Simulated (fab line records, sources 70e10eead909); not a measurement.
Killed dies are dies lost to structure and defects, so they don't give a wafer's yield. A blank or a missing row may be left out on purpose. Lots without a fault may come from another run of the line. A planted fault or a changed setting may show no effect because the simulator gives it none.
fab line records | flow nand_harc
record lots=6 wafers=18 last_day=24
route steps=1159 shown A_STAIRCASE@537 END@1159
lots that met no fault: from a run of the same line without faults
start_h: hours from the record's first day to the start of the lot's first wafer shown | wait_h: hours since the lot's step before | " the same as in the row above | L1.1+2: a row that stands for several wafers | - no value, or no start given | * or withheld: withheld | < > ~ a bound
route shown NAME@n: a module of which the file shows steps, and the number in the route of the first | usual: mean/standard deviation of fault-free wafers | same: alike in all rows | chamber/n: place in a boat | sites: the reading at each site | _std_site: their standard deviation | _edge_site: outer sites' mean less inner sites' | radius_mm: how far each site lies from the wafer's centre | mask NAME#n: copy n | behind: the tool/chamber that last shaped the wafer | hold: why the lot was held/for how many hours/how that ended | device: the transistor (n, p or np) that didn't switch | end of line: the same wafers' tests at the end of the route | a step without rows: its recipe alone | killed: dies lost to structure and defects at the first sort, not the wafer's yield | map: a wafer's dies, x killed, . not, _ none there
set.NAME: the setting as run; set.NAME@STEP: as run at that earlier step | model.NAME: the simulator's own value behind a step, which no gauge read
lots at some steps of the route; a table a step, a row a wafer
services: from which hour (start_h, from the record's first day; less than 0 if before it) a tool's chamber was out of use, for how many hours, and why
## steps
# step NHARC_A_STAIRCASE_DEHYDRATE_01
# recipe temp_c=150 time_s=120
# step NHARC_A_STAIRCASE_HMDS_02
# recipe time_s=30
# step NHARC_A_STAIRCASE_COAT_03
# recipe spin_rpm=1200
# step NHARC_A_STAIRCASE_SOFTBAKE_04
# recipe temp_c=135 time_s=170
# step NHARC_A_STAIRCASE_EBR_05
# step NHARC_A_STAIRCASE_EXPOSE_06
# recipe na=0.5 dose_mj=25.43 mask_id=STAIR
# step NHARC_A_STAIRCASE_PEB_07
# recipe peb_temp_c=115 peb_time_s=130
# step NHARC_A_STAIRCASE_DEVELOP_08
# recipe time_s=140
# step NHARC_A_STAIRCASE_HARDBAKE_10
# recipe temp_c=120 time_s=140
# step NHARC_A_STAIRCASE_DESCUM_11
# recipe time_s=3 o2_flow_sccm=200 ar_flow_sccm=0 bias_power_w=0 chemistry=O2
# usual drypump_motor_current_A=5.8/0.37 oes_product_au=1.000/0.01 rf_vpp_V=57.7/0.92 showerhead_plenum_p_Torr=1.89/0.072 throttle_valve_pct=11.311/0.009
# same time_s=3
# columns lot.wafer tool chamber start_h wait_h drypump_motor_current_A oes_product_au rf_hours_counter_h rf_vpp_V showerhead_plenum_p_Torr throttle_valve_pct
L982.3 rie_diel-02 1 241.49 - 5.1 1.013 28 57.1 1.77 11.325
L982.4 " 3 " " 6.5 0.996 32 57.0 1.77 11.298
L982.5 " 1 " " 5.1 1.011 - 56.5 1.77 11.325
L984.4 rie_diel-02 0 241.80 - 6.3 0.988 28 58.1 1.86 11.313
L984.3 " 1 " " 5.1 1.006 28 55.8 1.77 11.290
L984.6 " 0 " " 6.3 0.995 - 57.6 1.86 11.293
L993.3 rie_diel-11 0 318.84 - 6.1 0.999 33 58.4 1.93 11.300
L993.5 " 2 " " 5.4 1.019 - 57.7 2.00 11.300
L993.6 " 3 " " 5.5 0.998 - 57.4 1.94 11.314
L994.3 rie_diel-11 1 323.29 - 5.9 1.003 42 57.7 1.93 11.310
L994.2 " 0 " " 6.1 0.996 35 58.1 1.93 11.318
L994.6 " 2 " " 5.4 1.010 - 59.6 2.00 11.320
L995.3 rie_diel-03 0 330.75 - 5.9 1.010 35 57.5 1.91 11.314
L995.5 " 3 " " 5.7 1.003 - 58.1 1.83 11.327
L995.6 " 0 " " 5.9 1.008 - 57.9 1.91 11.335
L101.1 rie_diel-03 1 347.17 - 5.6 1.017 41 59.7 1.92 11.300
L101.2 " 2 " " 5.9 0.988 44 58.0 1.98 11.308
L101.4 " 3 " " 5.7 0.997 47 57.1 1.82 11.303
# step NHARC_A_STAIRCASE_TRIM_12
# recipe time_s=211.2 o2_flow_sccm=500 ar_flow_sccm=0 bias_w=0 chemistry=O2
# usual drypump_motor_current_A=5.8/0.37 oes_product_au=1.002/0.0097 rf_vpp_V=57.8/0.91 showerhead_plenum_p_Torr=3.50/0.13 throttle_valve_pct=17.036/0.0083
# same time_s=211.2
# columns lot.wafer tool chamber start_h wait_h drypump_motor_current_A oes_product_au rf_hours_counter_h rf_vpp_V showerhead_plenum_p_Torr throttle_valve_pct
L982.4 rie_diel-02 2 241.61 0.1 5.7 1.023 32 58.4 3.45 17.027
L982.3 " 1 " " 5.1 1.029 28 57.2 3.28 17.038
L982.5 " 2 " " 5.6 1.007 - 55.6 3.45 17.039
L984.4 rie_diel-02 0 241.93 0.1 6.3 0.983 28 56.8 3.44 17.034
L984.3 " 1 " " 5.1 1.012 28 59.3 3.28 17.032
L984.6 " 0 " " 6.3 0.990 - 57.5 3.44 17.024
L993.3 rie_diel-11 0 318.95 0.1 6.1 1.006 33 58.1 3.56 17.026
L993.5 " 1 " " 5.9 1.007 - 57.9 3.56 17.037
L993.6 " 2 " " 5.4 1.008 - 58.0 3.67 17.033
L994.2 rie_diel-11 2 323.37 0.1 5.4 1.012 45 59.6 3.67 17.033
L994.3 " 3 " " 5.5 0.996 46 57.4 3.57 17.022
L994.6 " 2 " " 5.4 1.012 - 57.7 3.67 17.027
L995.3 rie_diel-03 1 330.90 0.1 5.7 1.001 32 57.4 3.55 17.029
L995.5 " 1 " " 5.6 1.012 - 59.6 3.55 17.035
L995.6 " 2 " " 5.9 0.976 - 58.1 3.65 17.026
L101.2 rie_diel-03 1 347.24 0.1 5.7 1.008 41 58.1 3.54 17.045
L101.4 " 3 " " 5.7 0.995 47 57.7 3.37 17.055
L101.1 " 0 " " 5.9 1.003 43 58.2 3.51 17.051
# step NHARC_A_STAIRCASE_ETCH_13
# recipe target_depth_a=1000 time_s=40.5 ion_energy_ev=400 c4f8_flow_sccm=20 o2_flow_sccm=10 ar_flow_sccm=withheld rf_w=600 bias_w=1000 chemistry=C4F8/O2
# usual oes_product_au=0.933/0.012 rf_vpp_V=895/4.5
# same time_s=40.5
# columns lot.wafer tool chamber start_h wait_h oes_product_au rf_hours_counter_h rf_vpp_V
L982.3 rie_diel-02 2 241.77 - 0.943 32 892
L982.4 " 0 " " 0.927 28 893
L982.5 " 3 " " 0.929 - 887
L984.4 rie_diel-02 3 242.09 - 0.933 32 888
L984.3 " 1 " " 0.948 28 887
L984.6 " 3 " " 0.933 - 885
L993.3 rie_diel-11 3 319.08 - 0.928 44 897
L993.5 " 0 " " 0.777 - 898
L993.6 " 1 " " 0.930 - 895
L994.2 rie_diel-11 3 323.54 - 0.921 46 898
L994.3 " 0 " " 0.776 35 898
L994.6 " 3 " " 0.921 - 898
L995.3 rie_diel-03 0 333.85 - 0.926 38 897
L995.5 " 3 " " 0.904 - 891
L995.6 " 0 " " 0.933 - 895
L101.4 rie_diel-03 3 347.40 - 0.939 47 890
L101.2 " 1 " " 0.944 41 898
L101.1 " 2 " " 0.932 44 901
# step NHARC_A_STAIRCASE_TRIM_14
# recipe time_s=211.2 o2_flow_sccm=500 ar_flow_sccm=0 bias_w=0 chemistry=O2
# usual drypump_motor_current_A=5.8/0.37 oes_product_au=1.002/0.0099 rf_vpp_V=57.8/0.9 showerhead_plenum_p_Torr=3.49/0.12 throttle_valve_pct=17.036/0.0089
# same time_s=211.2
# columns lot.wafer tool chamber start_h wait_h drypump_motor_current_A oes_product_au rf_hours_counter_h rf_vpp_V showerhead_plenum_p_Torr throttle_valve_pct
L982.4 rie_diel-02 3 - - 6.5 0.996 32 57.5 3.28 17.048
L982.3 " 1 " " 5.1 1.012 28 57.7 3.28 17.038
L982.5 " 0 " " 6.3 0.986 - 57.4 3.44 17.038
L984.3 rie_diel-02 1 - - 5.1 1.010 29 56.5 3.28 17.041
L984.4 " 3 " " 6.5 0.995 32 59.3 3.28 17.038
L984.6 " 1 " " 5.1 1.003 - 58.2 3.28 17.032
L993.3 rie_diel-11 0 - - 6.1 1.007 34 58.4 3.56 17.051
L993.6 " 3 " " 5.5 0.996 - 59.0 3.57 17.025
L993.5 " 0 " " 6.1 0.998 - 57.1 3.56 17.034
L994.2 rie_diel-11 0 - - 6.1 1.006 35 58.4 3.56 17.064
L994.3 " 2 " " 5.4 1.004 45 58.1 3.67 17.027
L994.6 " 3 " " 5.5 1.000 - 59.0 3.57 17.047
L995.3 rie_diel-03 3 - - 5.7 0.989 41 57.6 3.38 17.026
L995.5 " 2 " " 5.9 0.990 - 57.5 3.65 17.027
L995.6 " 3 " " 5.7 0.986 - 57.5 3.38 17.049
L101.2 rie_diel-03 0 - - 5.9 0.996 43 56.8 3.51 17.042
L101.4 " 2 " " 5.9 0.987 44 57.5 3.65 17.038
L101.1 " 3 " " 5.7 0.987 47 58.7 3.38 17.025
# step NHARC_END_SORT_01
# recipe temp_c=25
# usual killed_at_array=28/11 killed_at_other=0.5/0.85 killed_at_periphery=2.7/1.9 killed_dies=32/12 killed_open=3.3/1.6 killed_short=2.1/1.5
# same gross_dies=677
# columns lot.wafer tool chamber start_h wait_h hold killed_at_array killed_at_other killed_at_periphery killed_dies killed_open killed_short
L984.3 prober-01 0 458.67 3.1 - 36 0 5 41 6 2
L984.4 prober-01 0 459.47 3.4 - 26 0 4 30 3 1
L984.6 prober-01 0 461.08 4.0 - 23 0 2 25 5 1
L993.3 prober-02 0 522.28 3.1 await_dispo/6.9h/release 23 1 3 27 3 0
L993.5 prober-02 0 523.90 3.7 await_dispo/6.9h/release 665 2 3 670 1 2
L993.6 prober-02 0 524.71 4.0 await_dispo/6.9h/release 25 4 1 30 2 0
L994.2 prober-01 0 526.61 2.8 await_dispo/2.7h/release 35 1 4 40 2 1
L994.3 prober-01 0 527.41 3.1 await_dispo/2.7h/release 649 0 1 650 4 2
L994.6 prober-01 0 529.80 4.0 await_dispo/2.7h/release 34 1 7 42 3 2
L995.3 prober-01 0 550.01 3.1 - 43 2 4 49 5 3
L995.5 prober-01 0 551.61 3.7 - 25 1 2 28 1 1
L995.6 prober-01 0 552.41 4.0 - 34 1 2 37 1 2
L101.1 prober-02 0 571.73 2.5 - 45 0 2 47 3 4
L101.2 prober-02 0 572.54 2.8 - 43 0 2 45 2 2
L101.4 prober-02 0 574.16 3.4 - 45 0 2 47 3 5
# killed by level:class
L984.3 A_CHANNEL_HOLE_D1:chamber_film_flake=11 A_SLIT:chamber_film_flake=10 A_ZERO_WELL:chamber_film_flake=4 A_WL_FILL:geometric_particle:open=3 P_CONTACT:geometric_particle:open=2 A_SGD_CUT:chamber_film_flake=2 A_WL_FILL:chamber_film_flake=2 A_CONTACT:chamber_film_flake=2
L984.4 A_CHANNEL_HOLE_D1:chamber_film_flake=9 A_SLIT:chamber_film_flake=7 P_M0:chamber_film_flake=4 A_BLC:geometric_particle:open=2 A_STAIRCASE:chamber_film_flake=2 A_WL_FILL:chamber_film_flake=2 A_WL_FILL:geometric_particle:short=1 A_WL_FILL:geometric_particle:open=1
L984.6 A_SLIT:chamber_film_flake=10 A_CHANNEL_HOLE_D1:chamber_film_flake=8 P_CONTACT:geometric_particle:open=1 A_STAIRCASE:geometric_particle:open=1 A_WL_FILL:geometric_particle:open=1 A_WL_FILL:geometric_particle:short=1 A_CONTACT:geometric_particle:open=1 A_BLC:geometric_particle:open=1
L993.3 A_SLIT:chamber_film_flake=8 A_CHANNEL_HOLE_D1:chamber_film_flake=5 A_STAIRCASE:chamber_film_flake=4 A_CONTACT:geometric_particle:open=2 A_SOURCE_PLATE:geometric_particle:open=1 P_ZERO_WELL:chamber_film_flake=1 P_STI:chamber_film_flake=1 P_GATE:chamber_film_flake=1
L993.5 A_STAIRCASE:area_etch=634 A_SLIT:chamber_film_flake=19 A_CHANNEL_HOLE_D1:chamber_film_flake=4 P_GATE:chamber_film_flake=2 A_CHANNEL_FILL_D1:chamber_film_flake=2 THIN_TSV:chamber_film_flake=2 A_CHANNEL_FILL_D1:geometric_particle:open=1 A_STAIRCASE:geometric_particle:short=1
L993.6 A_SLIT:chamber_film_flake=14 A_WL_FILL:chamber_film_flake=4 THIN_TSV:chamber_film_flake=4 A_CHANNEL_HOLE_D1:chamber_film_flake=3 A_STAIRCASE:chamber_film_flake=2 P_CONTACT:geometric_particle:open=1 A_WL_FILL:geometric_particle:open=1 A_CHANNEL_FILL_D1:chamber_film_flake=1
L994.2 A_SLIT:chamber_film_flake=19 P_M1:chamber_film_flake=3 A_CHANNEL_HOLE_D1:chamber_film_flake=3 A_CONTACT:chamber_film_flake=3 A_M0:chamber_film_flake=2 A_CONTACT:geometric_particle:open=2 A_ZERO_WELL:chamber_film_flake=2 A_STAIRCASE:chamber_film_flake=2
L994.3 A_STAIRCASE:area_etch=611 A_SLIT:chamber_film_flake=14 A_CHANNEL_HOLE_D1:chamber_film_flake=10 A_STAIRCASE:chamber_film_flake=4 A_CONTACT:geometric_particle:open=2 A_CONTACT:chamber_film_flake=2 A_M0:chamber_film_flake=2 A_ONON_D1:geometric_particle:open=1
L994.6 A_SLIT:chamber_film_flake=17 A_CONTACT:chamber_film_flake=5 A_CHANNEL_HOLE_D1:chamber_film_flake=4 A_STAIRCASE:chamber_film_flake=4 P_STI:chamber_film_flake=3 P_GATE:geometric_particle:open=1 P_M1:geometric_particle:open=1 A_SOURCE_PLATE:geometric_particle:short=1
L995.3 A_CHANNEL_HOLE_D1:chamber_film_flake=19 A_SLIT:chamber_film_flake=14 A_CONTACT:chamber_film_flake=3 P_ZERO_WELL:chamber_film_flake=2 P_CONTACT:geometric_particle:open=1 A_ONON_D1:geometric_particle:open=1 A_ONON_D1:geometric_particle:short=1 A_STAIRCASE:geometric_particle:open=1
L995.5 A_CHANNEL_HOLE_D1:chamber_film_flake=13 A_SLIT:chamber_film_flake=9 A_ONON_D1:geometric_particle:open=1 A_M0:geometric_particle:short=1 P_ZERO_WELL:chamber_film_flake=1 P_STI:chamber_film_flake=1 A_BONDPAD:chamber_film_flake=1 THIN_TSV:chamber_film_flake=1
L995.6 A_CHANNEL_HOLE_D1:chamber_film_flake=18 A_SLIT:chamber_film_flake=9 A_STAIRCASE:chamber_film_flake=4 A_ONON_D1:geometric_particle:short=1 A_CONTACT:geometric_particle:open=1 STARTING-WAFER:geometric_particle:short=1 P_ZERO_WELL:chamber_film_flake=1 P_CONTACT:chamber_film_flake=1
L101.1 A_CHANNEL_HOLE_D1:chamber_film_flake=16 A_SLIT:chamber_film_flake=15 A_CONTACT:chamber_film_flake=4 A_WL_FILL:geometric_particle:short=3 A_STAIRCASE:chamber_film_flake=3 P_ZERO_WELL:chamber_film_flake=2 A_ONON_D1:geometric_particle:open=1 A_CHANNEL_HOLE_D1:geometric_particle:short=1
L101.2 A_SLIT:chamber_film_flake=21 A_CHANNEL_HOLE_D1:chamber_film_flake=13 A_STAIRCASE:chamber_film_flake=3 A_CONTACT:chamber_film_flake=3 P_CONTACT:geometric_particle:open=1 A_ONON_D1:geometric_particle:short=1 A_CHANNEL_FILL_D1:geometric_particle:short=1 A_CONTACT:geometric_particle:open=1
L101.4 A_CHANNEL_HOLE_D1:chamber_film_flake=20 A_SLIT:chamber_film_flake=13 A_WL_FILL:geometric_particle:short=3 A_STAIRCASE:chamber_film_flake=3 A_CONTACT:chamber_film_flake=2 P_STI:geometric_particle:short=1 P_M1:geometric_particle:open=1 A_SGD_CUT:geometric_particle:short=1
# map L993.5 (x killed, . not)
____________x____________
_________xxxxxxx_________
_______xxxxxxxxxxx_______
______xxxxxxxxxxxxx______
_____xxxxxx.xxxxxxxx_____
____xxxxxxxxxxxxxxxxx____
____xxxxxxxxxxxxxxxxx____
___xxxxxxxxxxxxxxxxxxx___
___xxxxxxxxxxxxxxxxxxx___
__xxxxxxxxxxxxxxxxxxxxx__
__xxxxxxx.xxxxxxxxxxxxx__
_xxxxxxxxxxxxxxxxxxxxxxx_
_xxxxxxxxxxxxxxxxxxxxxxx_
_xxxxxxxxxxxxxxxxxxxxxxx_
_xxxxxx.xxxxxxxxxxxxxxxx_
_xxxxxxxxxxxxxxxxxxxxxxx_
xxxxxxxxxxxxxxxxxxxxxxxxx
xxxxxxxxx.xxxxxxxxxxxxxxx
xxxxxxxxxxxxxxxxxxxxxxxxx
xxxxxxxxxxxxxxxxxxxxxxxxx
xxxxxxxxxxxxxxxxxxxxxxxxx
_xxxxxxxxxxxxxxxxxxxxxxx_
_xxxxxxxxxxxxxxxxxxxxxxx_
_xxxxxxxxxxxxxxxxxxxxxxx_
_xxxxxxxxxxxx.xx.xxxxxxx_
_xxxxxxxxxxxxxxxxxxxxxxx_
__xxxxxxxxxxxxxxxxxxxxx__
__xxx.xxxxxxxxxxxxxxxxx__
___xxxxxxxxxxxxxxxxxxx___
___xxxxxxxxxxxxxxxxxxx___
____xxxxxxxxxxxxxxxxx____
____xxxxxxxxxxxxxxxxx____
_____xxxxxxxxxxxxxxx_____
______xxxxxxxxxxxxx______
_______xxxxxxxxxxx_______
_________xxxxxxx_________
____________x____________
# map L994.3 (x killed, . not)
____________x____________
_________xxxxxxx_________
_______xxxxxxxxxxx_______
______xxxxxxxxxxxxx______
_____xxxxxxxxxxxxxxx_____
____xxxxxxxxxxxxxxxxx____
____xxxxxxxxxxxxxxxxx____
___xxxxxxxxxxxxxxxxxxx___
___xxxxxxxxxxxxxxxxxxx___
__xxxxxxxxxxxxxxxxxxxxx__
__xxxxxxxxxxxxxxxxxxxxx__
_xxxxxxxxxxxxxxxxxxxxxxx_
_xxxxxxxxx.xxxxxxxxxxxxx_
_xxxxxxxxxxxxxxxxxxxxxxx_
_xxxxxx.xx.xx.xx.xxxxxxx_
_xxxxxxxx.xxxx.xxxxxxxxx_
xxxxxx.xxxx.xxxxxxxxxxxxx
xxxxxxxxxxx.xxx..xxxxxxxx
xxxxxxxxx.xx.xxxxxxxxxxxx
xxxxx.xxxxxx.xxxxxxxxxxxx
xxxxxxxxxxx....xxxxxxxxxx
_xxxxxxxxxxxx.xxxxxxxxxx_
_xxxxxxxxx.xxxx.xxxxxxxx_
_xxxxxxxxxxxx..xxxxxxxxx_
_xxxxxxxxxxxxxxxxxxxxxxx_
_xxxxxxxxxxxx.xxxxxxxxxx_
__xxxxxxxxxx.xxxxxxxxxx__
__xxxxxxxxxxxxxxxxxxxxx__
___xxxxxxxxxxxxxxxxxxx___
___xxxxxxxxxxxxxxxxxxx___
____xxxxxxxxxxxxxxxxx____
____xxxxxxxxxxxxxxxxx____
_____xxxxxxxxxxxxxxx_____
______xxxxxxxxxxxxx______
_______xxxxxxxxxxx_______
_________xxxxxxx_________
____________x____________
## services
# columns tool chamber start_h hours kind
rie_diel-11 0 223.77 14.4 repair
rie_diel-03 0 224.40 - clean
rie_diel-03 1 224.40 - clean
rie_diel-03 2 224.40 - clean
rie_diel-03 3 224.40 - clean
rie_diel-11 1 226.35 - clean
rie_diel-11 2 226.35 - clean
rie_diel-11 3 226.35 - clean
rie_diel-02 0 233.26 - clean
rie_diel-02 1 233.26 - clean
rie_diel-02 2 233.26 - clean
rie_diel-02 3 233.26 - clean
rie_diel-03 2 233.58 4.2 repair
rie_diel-03 0 248.90 - clean
rie_diel-03 1 248.90 - clean
rie_diel-03 2 248.90 - clean
rie_diel-03 3 248.90 - clean
rie_diel-11 0 250.85 - clean
rie_diel-11 1 250.85 - clean
rie_diel-03 0 259.93 7.7 repair
rie_diel-03 1 267.17 12.7 repair
rie_diel-11 - 272.47 0.4 repair
rie_diel-02 - 328.06 9.0 pm
rie_diel-11 - 339.93 0.7 repair
## key
first_sign step=NHARC_A_STAIRCASE_ETCH_13 reading=oes_product_au direction=down sigmas=13 usual=0.933 struck=0.776
effect step=NHARC_END_SORT_01 reading=killed_at_array direction=up sigmas=55 usual=28 struck=657
more_kills_born_at NHARC_A_STAIRCASE_ETCH_13@rie_diel-11=1245
met_at NHARC_A_STAIRCASE_ETCH_13
struck_wafers L993.5,L994.3
later_rows_left_out L993.5,L994.3
tester_left_out L993,L994
fault kind=process_parameter_drift tool=rie_diel-11 chamber=0 onset_h=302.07 steps=NHARC_A_STAIRCASE_ETCH_13 channel=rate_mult offset=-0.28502 shape=step end_h=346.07
# tester_left_out: of these lots the tester's yield and bins aren't shown, on N5 and GAA mostly nor the transistor test; their killed dies are dies lost to structure and defects alone, not to doping, threshold or leakage, so they don't give the yield
# later_rows_left_out: the simulator's readings of these wafers behind a module that went badly wrong aren't trusted and aren't shown, but for the sort
